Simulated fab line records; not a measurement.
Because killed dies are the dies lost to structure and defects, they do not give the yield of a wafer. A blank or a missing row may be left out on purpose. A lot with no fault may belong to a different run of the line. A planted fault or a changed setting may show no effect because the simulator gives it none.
fab line records + flow n5Finfet + part 2 of 2: steps 5 to 6 of 6
record:
- lots: 23
- wafers: 69
- lastDay: 20
route steps=1938 shown BEOL_M8@1332 BEOL_M9@1440
lots with no fault: from the same line, run without faults
startH: hours from the record's first day to the start of the lot's first wafer shown + waitH: hours from the lot's prior step to this one + " same as the row above + L1.1+2: one row covering several wafers at once + - value missing, or start not given + * or withheld: withheld + < > ~ a bound
route shown NAME@n: a module of which the file shows steps, and the number in the route of the first + usual: mean and standard deviation over wafers with no fault + same: alike in all rows + chamber/n: place in a boat + sites: per-site readings + _std_site: standard deviation across them + _edge_site: mean of outer sites minus mean of inner sites + radiusMm: how far each site lies from the wafer's centre + mask NAME#n: copy n + behind: tool/chamber where the wafer was last shaped + hold: reason for holding the lot/hours on hold/outcome of the hold + device: the n, p or np transistor that did not switch + end of line: tests of these same wafers at the route's end + a step with no rows: only its recipe + killed: dies lost to structure and defects at the first sort, not the wafer's yield + map: per-die view of a wafer (x killed, . not killed, _ where there is no die)
set.NAME: the setting as run; set.NAME@STEP: as run at that earlier step + model.NAME: the simulator's own value behind a step, which no gauge read
one table for each step of the route and one row for each wafer, over a sample of lots
services: the hour from which a tool's chamber was out of use, counted from the record's first day as startH (under 0 if before that day), plus the number of hours and why
== steps ==
step: N5_BEOL_M8_OCD_MEAS_38
usual:
- trenchDepthNm: 94.3/2.1
| lot.wafer | tool   | chamber | startH | waitH | trenchDepthNm |
|-----------|--------|---------|--------|-------|---------------|
| L074.2    | ocd-01 | -       | 235.79 | -     | 93.1          |
| L074.3    | "      | -       | "      | "     | 97.5          |
| L074.5    | "      | -       | "      | "     | 96.1          |
| L075.3    | ocd-01 | -       | 256.16 | -     | 92.2          |
| L075.5    | "      | -       | "      | "     | 92.1          |
| L075.6    | "      | -       | "      | "     | 91.7          |
| L078.1    | ocd-01 | -       | 260.73 | -     | 95.3          |
| L078.3    | "      | -       | "      | "     | 92.6          |
| L078.6    | "      | -       | "      | "     | 93.7          |
| L076.1    | ocd-02 | -       | 265.90 | -     | 94.6          |
| L076.4    | "      | -       | "      | "     | 96.8          |
| L076.5    | "      | -       | "      | "     | 96.4          |
| L077.1    | ocd-01 | -       | 265.94 | -     | 94.1          |
| L077.4    | "      | -       | "      | "     | 94.4          |
| L077.5    | "      | -       | "      | "     | 92.4          |
| L079.1    | ocd-02 | -       | 274.44 | -     | 92.4          |
| L079.4    | "      | -       | "      | "     | 97.1          |
| L079.6    | "      | -       | "      | "     | 97.0          |
| L083.2    | ocd-01 | -       | 284.78 | -     | 96.2          |
| L083.5    | "      | -       | "      | "     | 96.5          |
| L083.6    | "      | -       | "      | "     | 93.5          |
| L082.2    | ocd-01 | -       | 287.34 | -     | 95.5          |
| L082.4    | "      | -       | "      | "     | 92.4          |
| L082.5    | "      | -       | "      | "     | 97.5          |
| L080.1    | ocd-01 | -       | 295.32 | -     | 91.0          |
| L080.3    | "      | -       | "      | "     | 92.2          |
| L080.6    | "      | -       | "      | "     | 92.5          |
| L081.2    | ocd-01 | -       | 299.67 | -     | 96.7          |
| L081.3    | "      | -       | "      | "     | 97.5          |
| L081.4    | "      | -       | "      | "     | 93.6          |
| L084.1    | ocd-02 | -       | 304.14 | -     | 92.0          |
| L084.4    | "      | -       | "      | "     | 96.9          |
| L084.6    | "      | -       | "      | "     | 91.4          |
| L085.1    | ocd-02 | -       | 312.37 | -     | 95.8          |
| L085.2    | "      | -       | "      | "     | 95.5          |
| L085.4    | "      | -       | "      | "     | 92.3          |
| L088.1    | ocd-02 | -       | 321.31 | -     | 92.8          |
| L088.2    | "      | -       | "      | "     | 93.3          |
| L088.6    | "      | -       | "      | "     | 95.5          |
| L087.1    | ocd-02 | -       | 329.93 | -     | 96.1          |
| L087.2    | "      | -       | "      | "     | 91.7          |
| L087.4    | "      | -       | "      | "     | 93.4          |
| L089.1    | ocd-02 | -       | 332.20 | -     | 95.8          |
| L089.2    | "      | -       | "      | "     | 92.4          |
| L089.6    | "      | -       | "      | "     | 91.3          |
| L086.2    | ocd-02 | -       | 337.66 | -     | 93.5          |
| L086.4    | "      | -       | "      | "     | 95.5          |
| L086.6    | "      | -       | "      | "     | 92.3          |
| L091.1    | ocd-01 | -       | 341.23 | -     | 89.7          |
| L091.4    | "      | -       | "      | "     | 95.5          |
| L091.5    | "      | -       | "      | "     | 95.0          |
| L093.3    | ocd-02 | -       | 354.84 | -     | 93.5          |
| L093.4    | "      | -       | "      | "     | 94.6          |
| L093.6    | "      | -       | "      | "     | 96.8          |
| L090.1    | ocd-01 | -       | 362.32 | -     | 93.7          |
| L090.3    | "      | -       | "      | "     | 97.1          |
| L090.5    | "      | -       | "      | "     | 94.4          |
| L094.4    | ocd-02 | -       | 370.94 | -     | 95.6          |
| L094.5    | "      | -       | "      | "     | 98.2          |
| L094.6    | "      | -       | "      | "     | 96.1          |
| L096.2    | ocd-01 | -       | 376.80 | -     | 94.3          |
| L096.3    | "      | -       | "      | "     | 94.3          |
| L096.4    | "      | -       | "      | "     | 96.4          |
| L097.1    | ocd-02 | -       | 387.96 | -     | 95.9          |
| L097.4    | "      | -       | "      | "     | 91.6          |
| L097.6    | "      | -       | "      | "     | 95.8          |
| L095.2    | ocd-02 | -       | 392.28 | -     | 94.6          |
| L095.4    | "      | -       | "      | "     | 95.4          |
| L095.5    | "      | -       | "      | "     | 95.8          |
step: N5_BEOL_M9_ETCH_66
recipe:
- chemistry: N2/H2
- target: SOC
- targetDepthA: 800
- overetchA: 160
- maskMaterial: SiARC
- tempC: 40
- timeS: 120
- ionEnergyEv: 200
- pressureMtorr: 30
- sourceW: 840
- biasW: 150
- n2FlowSccm: 200
- h2FlowSccm: 200
usual:
- drypumpMotorCurrentA: 5.6/0.35
- oesProductAu: 0.59/0.053
- rfVppV: 523.6/2.5
- showerheadPlenumPTorr: 2.53/0.089
- throttleValvePct: 17.81/0.22
same:
- timeS: 120
| lot.wafer | tool       | chamber | startH | waitH | drypumpMotorCurrentA | oesProductAu | rfHoursCounterH | rfVppV | showerheadPlenumPTorr | throttleValvePct |
|-----------|------------|---------|--------|-------|----------------------|--------------|-----------------|--------|-----------------------|------------------|
| L074.2    | rieDiel-06 | 3       | 244.94 | 0.0   | 5.8                  | 0.53         | 212             | 522.8  | 2.51                  | 17.93            |
| L074.3    | "          | 1       | "      | "     | 5.4                  | 0.63         | 80              | 522.9  | 2.55                  | 17.62            |
| L074.5    | "          | 0       | "      | "     | 5.5                  | 0.68         | -               | 521.7  | 2.49                  | 17.48            |
| L075.3    | rieDiel-06 | 2       | 262.63 | 0.0   | 5.9                  | 0.59         | 127             | 518.3  | 2.36                  | 17.92            |
| L075.5    | "          | 3       | "      | "     | 5.8                  | 0.53         | -               | 524.8  | 2.51                  | 17.95            |
| L075.6    | "          | 2       | "      | "     | 5.9                  | 0.59         | -               | 518.8  | 2.36                  | 17.94            |
| L078.1    | rieDiel-03 | 0       | 267.59 | 0.0   | 6.0                  | 0.64         | 58              | 526.3  | 2.62                  | 18.05            |
| L078.3    | "          | 2       | "      | "     | 5.4                  | 0.52         | 243             | 524.9  | 2.60                  | 17.92            |
| L078.6    | "          | 3       | "      | "     | 4.9                  | 0.57         | -               | 526.6  | 2.63                  | 18.23            |
| L076.1    | rieDiel-03 | 2       | 270.79 | 0.0   | 5.4                  | 0.52         | 244             | 525.9  | 2.60                  | 17.92            |
| L076.4    | "          | 1       | "      | "     | 6.5                  | 0.58         | 178             | 523.1  | 2.52                  | 17.75            |
| L076.5    | "          | 1       | "      | "     | 6.5                  | 0.57         | -               | 524.6  | 2.52                  | 17.74            |
| L077.1    | rieDiel-06 | 2       | 274.14 | 0.0   | 5.8                  | 0.59         | 130             | 519.6  | 2.36                  | 17.93            |
| L077.4    | "          | 0       | "      | "     | 5.5                  | 0.67         | 43              | 522.0  | 2.48                  | 17.51            |
| L077.5    | "          | 3       | "      | "     | 5.8                  | 0.53         | -               | 522.9  | 2.51                  | 17.95            |
| L079.1    | rieDiel-03 | 2       | 282.13 | 0.0   | 5.4                  | 0.52         | 248             | 524.9  | 2.60                  | 17.92            |
| L079.4    | "          | 3       | "      | "     | 4.9                  | 0.56         | 199             | 526.7  | 2.63                  | 18.24            |
| L079.6    | "          | 1       | "      | "     | 6.5                  | 0.57         | -               | 523.7  | 2.52                  | 17.75            |
| L083.2    | rieDiel-06 | 2       | 291.29 | 0.0   | 5.8                  | 0.59         | 134             | 518.5  | 2.35                  | 17.95            |
| L083.5    | "          | 3       | "      | "     | 5.8                  | 0.52         | -               | 523.1  | 2.51                  | 17.94            |
| L083.6    | "          | 0       | "      | "     | 5.5                  | 0.67         | -               | 522.2  | 2.48                  | 17.52            |
| L082.2    | rieDiel-06 | 3       | 294.90 | 0.0   | 5.8                  | 0.52         | 227             | 523.2  | 2.51                  | 17.96            |
| L082.4    | "          | 0       | "      | "     | 5.5                  | 0.67         | 49              | 522.6  | 2.48                  | 17.52            |
| L082.5    | "          | 1       | "      | "     | 5.4                  | 0.63         | -               | 524.4  | 2.55                  | 17.65            |
| L080.1    | rieDiel-02 | 2       | 301.37 | 0.0   | 5.6                  | 0.55         | 215             | 524.5  | 2.50                  | 17.87            |
| L080.3    | "          | 0       | "      | "     | 5.5                  | 0.60         | 136             | 521.9  | 2.46                  | 17.88            |
| L080.6    | "          | 1       | "      | "     | 5.4                  | 0.61         | -               | 526.7  | 2.66                  | 17.58            |
| L081.2    | rieDiel-02 | 3       | 312.38 | 0.0   | 5.6                  | 0.55         | 236             | 519.9  | 2.39                  | 17.93            |
| L081.3    | "          | 0       | "      | "     | 5.5                  | 0.59         | 139             | 521.8  | 2.46                  | 17.88            |
| L081.4    | "          | 2       | "      | "     | 5.5                  | 0.55         | 218             | 521.9  | 2.49                  | 17.83            |
| L084.1    | rieDiel-06 | 3       | 316.57 | 0.0   | 5.8                  | 0.52         | 233             | 524.3  | 2.51                  | 17.98            |
| L084.4    | "          | 1       | "      | "     | 5.4                  | 0.61         | 100             | 524.6  | 2.54                  | 17.67            |
| L084.6    | "          | 0       | "      | "     | 5.5                  | 0.66         | -               | 522.3  | 2.48                  | 17.53            |
| L085.1    | rieDiel-02 | 3       | 320.65 | 0.0   | 5.7                  | 0.55         | 239             | 520.3  | 2.39                  | 17.95            |
| L085.2    | "          | 2       | "      | "     | 5.5                  | 0.54         | 221             | 523.4  | 2.49                  | 17.85            |
| L085.4    | "          | 1       | "      | "     | 5.4                  | 0.60         | 109             | 528.1  | 2.66                  | 17.59            |
| L088.1    | rieDiel-03 | 1       | 331.44 | 0.0   | 6.5                  | 0.56         | 198             | 522.7  | 2.52                  | 17.79            |
| L088.2    | "          | 3       | "      | "     | 4.9                  | 0.55         | 216             | 525.8  | 2.62                  | 18.28            |
| L088.6    | "          | 0       | "      | "     | 6.0                  | 0.63         | -               | 524.4  | 2.61                  | 18.07            |
| L087.1    | rieDiel-02 | 1       | 337.23 | 0.0   | 5.4                  | 0.61         | 112             | 526.8  | 2.66                  | 17.58            |
| L087.2    | "          | 2       | "      | "     | 5.5                  | 0.54         | 228             | 523.1  | 2.49                  | 17.86            |
| L087.4    | "          | 3       | "      | "     | 5.7                  | 0.55         | 246             | 521.2  | 2.39                  | 17.96            |
| L089.1    | rieDiel-03 | 0       | 340.78 | 0.0   | 6.0                  | 0.63         | 82              | 525.3  | 2.61                  | 18.09            |
| L089.2    | "          | 2       | "      | "     | 5.4                  | 0.69         | 11              | 524.5  | 2.59                  | 17.42            |
| L089.6    | "          | 1       | "      | "     | 6.5                  | 0.57         | -               | 523.8  | 2.51                  | 17.78            |
| L086.2    | rieDiel-03 | 2       | 344.40 | 0.0   | 5.4                  | 0.69         | 13              | 523.9  | 2.59                  | 17.43            |
| L086.4    | "          | 0       | "      | "     | 6.0                  | 0.63         | 83              | 524.3  | 2.61                  | 18.09            |
| L086.6    | "          | 1       | "      | "     | 6.4                  | 0.56         | -               | 523.4  | 2.51                  | 17.78            |
| L091.1    | rieDiel-02 | 2       | 347.37 | 0.0   | 5.5                  | 0.54         | 231             | 523.4  | 2.49                  | 17.85            |
| L091.4    | "          | 0       | "      | "     | 5.5                  | 0.59         | 150             | 520.8  | 2.46                  | 17.89            |
| L091.5    | "          | 1       | "      | "     | 5.4                  | 0.60         | -               | 528.1  | 2.65                  | 17.59            |
| L093.3    | rieDiel-06 | 0       | 361.45 | 0.0   | 5.5                  | 0.65         | 73              | 521.6  | 2.47                  | 17.56            |
| L093.4    | "          | 3       | "      | "     | 5.8                  | 0.51         | -               | 524.0  | 2.50                  | 18.02            |
| L093.6    | "          | 0       | "      | "     | 5.5                  | 0.64         | -               | 521.4  | 2.47                  | 17.56            |
| L090.1    | rieDiel-06 | 0       | 369.52 | 0.0   | 5.5                  | 0.64         | 76              | 522.1  | 2.47                  | 17.55            |
| L090.3    | "          | 1       | "      | "     | 5.4                  | 0.60         | 121             | 524.1  | 2.54                  | 17.71            |
| L090.5    | "          | 3       | "      | "     | 5.8                  | 0.51         | -               | 521.8  | 2.50                  | 18.01            |
| L094.4    | rieDiel-06 | 2       | 383.99 | 0.0   | 5.9                  | 0.57         | -               | 518.4  | 2.35                  | 17.96            |
| L094.5    | "          | 1       | "      | "     | 5.4                  | 0.60         | -               | 525.2  | 2.53                  | 17.70            |
| L094.6    | "          | 0       | "      | "     | 5.5                  | 0.64         | -               | 521.8  | 2.47                  | 17.58            |
| L096.2    | rieDiel-02 | 3       | 387.09 | 0.0   | 5.6                  | 0.72         | 6               | 529.1  | 2.70                  | 17.54            |
| L096.3    | "          | 1       | "      | "     | 5.4                  | 0.59         | 129             | 527.6  | 2.65                  | 17.61            |
| L096.4    | "          | 0       | "      | "     | 5.5                  | 0.58         | 164             | 521.4  | 2.45                  | 17.91            |
| L097.1    | rieDiel-02 | 2       | 395.58 | 0.0   | 5.5                  | 0.53         | 248             | 524.6  | 2.48                  | 17.91            |
| L097.4    | "          | 1       | "      | "     | 5.4                  | 0.59         | 133             | 526.8  | 2.65                  | 17.62            |
| L097.6    | "          | 2       | "      | "     | 5.5                  | 0.53         | -               | 522.5  | 2.48                  | 17.89            |
| L095.2    | rieDiel-02 | 0       | 404.97 | 0.0   | 5.5                  | 0.58         | 171             | 520.9  | 2.45                  | 17.93            |
| L095.4    | "          | 1       | "      | "     | 5.5                  | 0.59         | -               | 525.6  | 2.65                  | 17.64            |
| L095.5    | "          | 0       | "      | "     | 5.6                  | 0.57         | -               | 520.6  | 2.45                  | 17.91            |
== services ==
| tool       | chamber | startH | hours | kind                        |
|------------|---------|--------|-------|-----------------------------|
| pecvd-02   | 1       | 206.22 | 2.9   | repair                      |
| rieDiel-03 | 2       | 220.43 | 3.6   | repair                      |
| rieDiel-01 | 0       | 223.62 | -     | clean                       |
| rieDiel-01 | 0       | 223.62 | -     | consumableReplace:focusRing |
| rieDiel-01 | 0       | 223.62 | 32.8  | scheduledDown               |
| rieDiel-01 | 0       | 223.62 | 32.8  | ventCycle                   |
| pecvd-03   | 1       | 226.92 | 4.8   | repair                      |
| rieDiel-02 | 3       | 230.01 | 2.4   | repair                      |
| rieDiel-02 | 0       | 252.10 | 6.5   | repair                      |
| pecvd-03   | -       | 255.03 | 14.6  | pm                          |
| rieDiel-04 | 0       | 268.44 | 10.6  | repair                      |
| pecvd-02   | -       | 270.32 | 28.1  | pm                          |
| rieDiel-04 | 3       | 273.77 | 2.0   | repair                      |
| rieDiel-05 | 1       | 286.76 | 30.4  | repair                      |
| pecvd-03   | 0       | 307.10 | 28.4  | repair                      |
| rieDiel-01 | 1       | 313.20 | 6.2   | repair                      |
| rieDiel-01 | 2       | 319.40 | -     | clean                       |
| rieDiel-06 | 2       | 331.76 | 38.5  | repair                      |
| rieDiel-01 | -       | 351.84 | 15.6  | pm                          |
| rieDiel-03 | -       | 377.95 | 28.1  | pm                          |
| rieDiel-04 | 1       | 380.23 | 18.4  | repair                      |
| pecvd-04   | 1       | 382.92 | 3.5   | repair                      |
| rieDiel-02 | -       | 383.26 | 0.5   | repair                      |
| rieDiel-04 | 0       | 386.71 | 4.0   | repair                      |
